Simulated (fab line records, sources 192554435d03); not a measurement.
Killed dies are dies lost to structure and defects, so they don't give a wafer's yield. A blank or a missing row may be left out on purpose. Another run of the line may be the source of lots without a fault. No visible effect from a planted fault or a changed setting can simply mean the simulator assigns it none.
What tool caused it? -- flow n5Finfet -- 12 lots, 36 wafers sampled, at 2 steps of a route of 1938

WHAT THE GAUGES READ, wafer by wafer
N5_BEOL_M1_CD_MEAS_35: target cd 18 nm, target cd y 21 nm.
lot,measured,on,cdNm (nm)
L075,day 6 12:07,cdSem-03,18.4 17.8 18.1
L077,day 7 05:14,cdSem-01,17.6 17.1 18.4
L079,day 7 11:23,cdSem-01,17.9 17.7 17.9
L080,day 8 06:55,cdSem-02,18.3 17.9 18.2
L082,day 8 16:05,cdSem-01,17.9 17.1 17.5
L085,day 8 23:29,cdSem-03,17.7 17.4 16.8
L086,day 9 18:12,cdSem-03,18.0 17.9 18.5
L089,day 10 00:11,cdSem-01,17.7 18.1 18.1
L092,day 10 15:41,cdSem-01,17.9 17.5 18.3
L093,day 11 01:16,cdSem-01,17.5 17.7 18.0
L094,day 11 06:04,cdSem-01,17.5 18.2 18.0
L097,day 12 02:02,cdSem-01,17.6 17.5 18.3

WHICH TOOL RAN EACH LOT (tool, then ch and the chambers of the sampled wafers, then the start)
lot,N5_BEOL_M1_STRIP_36
L075,"rieDiel-03 ch 1,2,3, day 6 11:46"
L077,"rieDiel-05 ch 0,1,3, day 7 04:53"
L079,"rieDiel-05 ch 0,1,2, day 7 11:01"
L080,"rieDiel-02 ch 1,2, day 8 06:34"
L082,"rieDiel-05 ch 0,1, day 8 15:44"
L085,"rieDiel-02 ch 0,1,2, day 8 23:08"
L086,"rieDiel-03 ch 0,1,3, day 9 17:51"
L089,"rieDiel-03 ch 1,2, day 9 23:50"
L092,"rieDiel-02 ch 0,1,2, day 10 15:20"
L093,"rieDiel-02 ch 1,2,3, day 11 00:49"
L094,"rieDiel-05 ch 0,2,3, day 11 05:43"
L097,"rieDiel-03 ch 0,1,3, day 12 01:41"
- N5_BEOL_M1_STRIP_36: strips in N2/H2.

THE ANSWER, worked out from the rows above alone
Rule: what is usual is taken from the lots themselves. Put in order of their means at a reading, lots are off if they are a third of the lots or fewer, leave a main group of 4 or more, and stand apart from it by a gap of 3 or more times the standard deviation of the main group's means; of several such gaps the widest counts. Not used: any main group whose means are identical at the precision the tables above print for the reading. Also off: a lot with no number at a reading for which 4 or more lots have one. Any other lot the step has rows for is counted as sound.
Nothing can be told from this: no lot is off at any reading shown.

WHAT HAD BEEN PUT IN BY THE SIMULATOR
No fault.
